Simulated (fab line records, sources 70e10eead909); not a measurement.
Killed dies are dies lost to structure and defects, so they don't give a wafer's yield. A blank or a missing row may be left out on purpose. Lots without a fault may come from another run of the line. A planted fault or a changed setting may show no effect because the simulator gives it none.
Chamber matching | flow nand_harc | NHARC_A_CHANNEL_HOLE_D1_ETCH_34 on rie_diel-10: 4 sister chambers
The step etches the open film in CF4/CHF3, target depth 154 nm, time 77 s. 4 wafers are shown with their chamber, then 8 later ones without.

WAFERS WITH THEIR CHAMBER
wafer  | chamber | rf_vpp_V (V)
L388.3 | 3       | 368.5
L392.5 | 0       | 368.6
L392.6 | 1       | 374.5
L393.1 | 2       | 370.1

WAFERS WITHOUT THEIR CHAMBER
wafer  | rf_vpp_V (V)
L393.3 | 372.7
L393.4 | 368.3
L396.1 | 369.3
L396.2 | 367.9
L396.6 | 368.3
L399.2 | 369.9
L399.4 | 368.7
L399.6 | 369.5

WHICH CHAMBER EACH WENT THROUGH
wafer  | from the rows above          | in truth
L393.3 | can't be placed: 1 or 2      | 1
L393.4 | can't be placed: 3 or 0      | 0
L396.1 | can't be placed: 0 or 2 or 3 | 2
L396.2 | can't be placed: 3 or 0      | 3
L396.6 | can't be placed: 3 or 0      | 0
L399.2 | can't be placed: 2 or 0 or 3 | 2
L399.4 | can't be placed: 0 or 3 or 2 | 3
L399.6 | can't be placed: 2 or 0 or 3 | 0
Placed correctly: 0 of 8. Can't be placed from these rows: 8 (the true chamber is among the candidates in 8). Placed wrongly: 0.
How it was worked out, from the rows above alone: a wafer's distance from a chamber is the root of the sum, over the readings, of the square of ((its reading less the chamber's mean) divided by the reading's scatter). The wafer belongs to the nearest chamber; if the next one is less than 2 further off, it can't be placed. A chamber's mean is the mean of its shown wafers. The scatter: with one shown wafer a chamber, the root of the mean of the squares of how far each hidden wafer lies from its nearest shown one.
